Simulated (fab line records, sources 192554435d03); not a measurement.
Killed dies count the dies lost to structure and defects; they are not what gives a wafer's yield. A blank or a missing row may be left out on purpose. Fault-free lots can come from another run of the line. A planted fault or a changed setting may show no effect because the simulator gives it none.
Chamber matching ; flow n5_finfet ; N5_BEOL_M0_SAQP_MANDREL1_REMOVE_100 on rie_si-01 has 4 sister chambers
The step chemistry HBr/Cl2/O2, target a-Si, stops on SiNx, bt time 10 s. 8 wafers are shown with their chamber, then 8 later ones without.

== WAFERS PAIRED WITH THEIR CHAMBERS ==
wafer;chamber;throttle_valve_pct (%);drypump_motor_current_A (A)
L081.1;2;36.62;5.96
L081.3;0;36.77;5.30
L081.4;1;36.75;5.56
L081.5;1;36.73;5.60
L081.6;0;36.77;5.26
L084.5;3;37.17;5.67
L084.6;2;36.62;5.97
L088.4;3;37.17;5.63

== WAFERS MISSING THEIR CHAMBER ==
wafer;throttle_valve_pct (%);drypump_motor_current_A (A)
L088.5;36.76;5.58
L088.6;36.62;5.97
L092.2;36.78;5.31
L092.3;36.75;5.57
L092.6;37.14;5.66
L096.2;36.77;5.29
L096.5;36.63;5.97
L096.6;36.73;5.60

== EACH ONE'S CHAMBER ==
wafer;from the rows above;in truth
L088.5;1;1
L088.6;2;2
L092.2;0;0
L092.3;1;1
L092.6;3;3
L096.2;0;0
L096.5;2;2
L096.6;1;1
Correct placement for 8 of the 8. Not placeable from these rows: 0. 0 placed wrongly.
How it was worked out, from the rows above alone: a wafer's distance from a chamber is the root of the sum, over the readings, of the square of ((its reading less the chamber's mean) divided by the reading's scatter). The wafer belongs to the nearest chamber; if the next one is less than 2 further off, it can't be placed. The mean given for a chamber averages the wafers shown for that chamber. How the scatter is found: for the shown wafers, subtract from each reading the mean of its chamber, square and add these, divide the total by (wafers less chambers), then take the root.
